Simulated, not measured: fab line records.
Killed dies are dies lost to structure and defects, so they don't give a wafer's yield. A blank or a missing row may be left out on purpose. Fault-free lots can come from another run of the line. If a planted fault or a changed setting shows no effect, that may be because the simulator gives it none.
A struck lot beside a sound one || flow n5-finfet || 16 steps out of a route of 1938
Sound: wafers L842.1, L842.4, L842.6. Struck: wafers L852.2, L852.4, L852.6. The cause is given at the end.
At each step with rows: each side's tool, then ch and its chambers, then its first start. Under that, the readings that differ: sound wafers || struck wafers || difference of the means || sigmas: that difference in standard deviations of wafers without a fault.
alike: same words and numbers on both sides, and readings whose means sit less than 2 such deviations apart. not compared: any withheld reading, any reading some wafer has no value for, any bound like >300 that may hide the same value, and any number with overlapping values for which the record gives no deviation.
A row with sigmas, a row that says differs or no value, or rows on one side alone: a step with any of these is where the two part. Numbers that don't overlap but have no deviation are shown without sigmas and don't part them. A reading that every wafer of one side lacks parts them only if that side has two wafers or more.

N5_HKMG_FIN_OVL_MEAS_13:
  sound on overlay-02 ch 0, day 5 23:14; struck on overlay-01 ch 0, day 8 15:04
{"reading": "NWFM_OVL (nm)", "sound": "1.2 0.6 0.3", "struck": "-1.1 -0.3 -1.2", "difference": -1.6, "sigmas": -2}
N5_HKMG_FIN_INSPECT_14: inspects for defects (macro).
  sound: defect-inspect-02 at day 5 23:16; struck: defect-inspect-02 at day 8 15:05
  alike: raw-defect-count
N5_HKMG_FIN_DESCUM_17: chemistry O2, time 7.9 s.
  sound on rie-diel-02 ch 2,3, day 5 23:17; struck on rie-diel-01 ch 0,2, day 8 15:08
  alike: drypump-motor-current-A, oes-product-au, rf-vpp-V, showerhead-plenum-p-Torr, throttle-valve-pct
  not compared: rf-hours-counter-h
then, 1 step without rows for these wafers: N5_HKMG_FIN_ETCH_31 (etches SiARC in CF4, target depth 45.5 nm, time 75.8 s).
N5_HKMG_FIN_ETCH_32: etches SOC in N2/H2, target depth 240 nm, time 300 s.
  sound on rie-diel-02 ch 2,3, day 5 23:23; struck on rie-diel-01 ch 0,2, day 8 15:13
  alike: drypump-motor-current-A, oes-product-au, rf-vpp-V, showerhead-plenum-p-Torr, throttle-valve-pct
  not compared: rf-hours-counter-h
then, 2 steps without rows for these wafers: N5_HKMG_FIN_STRIP_33 (strips in N2/H2); N5_HKMG_FIN_STRIP_34 (strips in CF4).
N5_HKMG_FIN_ETCH_35: etches SOC in N2/H2, target depth 215.8 nm, time 243.4 s.
  sound on rie-diel-02 ch 2,3, day 5 23:35; struck on rie-diel-01 ch 0,2, day 8 15:26
  alike: drypump-motor-current-A, oes-product-au, rf-vpp-V, showerhead-plenum-p-Torr, throttle-valve-pct
  not compared: rf-hours-counter-h
then, 2 steps without rows for these wafers: N5_HKMG_FIN_STRIP_92 (strips SOC in N2/H2, time 20 s); N5_HKMG_FIN_WET_ETCH_18 (etches TiN in SC1, time 55 s, target depth 5.2 nm, rinse time 30 s).
N5_HKMG_FIN_STRIP_19: strips in N2/H2, time 360 s.
  sound on plasma-asher-02 ch 0,1, day 5 23:53; struck on plasma-asher-02 ch 0,1, day 8 15:43
  alike: drypump-motor-current-A, heater-power-w
  not compared: rf-hours-counter-h
then, 1 step without rows for these wafers: N5_HKMG_FIN_ALD_91 (deposits TiN, target thk 1 nm, pulse time 1 s, purge time 3 s).
N5_HKMG_FIN_COAT_85: time 60 s, resist thk 300 nm.
  sound on litho-track-03 ch 0, day 6 00:32; struck on litho-track-03 ch 0, day 8 16:23
{"reading": "spin-speed-rpm (rpm)", "sound": "1499.1 1499.1 1500.9", "struck": "1186.5 1186.1 1184.6", "difference": -314.0, "sigmas": "-99 or more"}
{"reading": "model.SOC_of_HKMG_FIN_COAT_85.thk-nm (nm)", "sound": "299.6 300 300", "struck": "338.6 338.2 338.6", "difference": "+38.6", "sigmas": ""}
  alike: heater-power-total-W
N5_HKMG_FIN_ETCH_86: etches SOC in N2/H2, stops on TiN, target depth 393.2 nm.
  sound on rie-diel-06 ch 0,2, day 6 00:37; struck on rie-diel-02 ch 0,2,3, day 8 16:37
  alike: drypump-motor-current-A, oes-product-au, rf-vpp-V, showerhead-plenum-p-Torr, throttle-valve-pct
  not compared: rf-hours-counter-h
-- record jumps: 4 days separate the struck wafers' starts on either side; left off in module HKMG_FIN, taken up again in module BEOL_M4, whose first shown step is the route's number 1111 --
N5_BEOL_M4_RC_MEAS_101:
  sound on prober-02 ch 0, day 9 19:26; struck on prober-02 ch 0, day 12 18:57
  alike: DIBL_N, DIBL_P, IOFF_N, IOFF_P, ION_N, ION_P, SS_N, SS_P, VT_N, VT_P
-- here the record skips 5 days between the struck wafers' starts before and after, leaving off in module BEOL_M4 and picking up in module PASSIVATION (first step shown: number 1936 of the route) --
N5_PASSIVATION_PROBE_49:
  sound: prober-01 at day 14 10:50; struck: prober-02 at day 17 21:38
{"reading": "defect-limited-yield (%)", "sound": 91.4, "struck": 87.8, "difference": -3.6, "sigmas": -3}
{"reading": "killed-at-front-end", "sound": 37, "struck": 67, "difference": "+30", "sigmas": "+3"}
{"reading": "killed-dies", "sound": 101, "struck": 144, "difference": "+43", "sigmas": "+3"}
{"reading": "killed-open", "sound": 69, "struck": 100, "difference": "+31", "sigmas": "+2"}
{"reading": "killed-short", "sound": 27, "struck": 43, "difference": "+16", "sigmas": "+2"}
{"reading": "sort_bin_5_function (%)", "sound": 4.7, "struck": 8.1, "difference": "+3.4", "sigmas": "+4"}
{"reading": "sort-n-pass", "sound": 1079, "struck": 1036, "difference": -43, "sigmas": -3}
{"reading": "sort-yield-pct (%)", "sound": 91.4, "struck": 87.8, "difference": -3.6, "sigmas": -2}
  alike: killed_at_M0_to_M3, killed_at_M4_up, killed-at-contacts, killed-at-other, sort_bin_4_leakage, sort_bin_6_memory, sort_bin_8_speed

== WHERE THEY PART ==
Earliest at N5_HKMG_FIN_OVL_MEAS_13; latest, in this record, at N5_PASSIVATION_PROBE_49.

WHY: what the simulator had put in
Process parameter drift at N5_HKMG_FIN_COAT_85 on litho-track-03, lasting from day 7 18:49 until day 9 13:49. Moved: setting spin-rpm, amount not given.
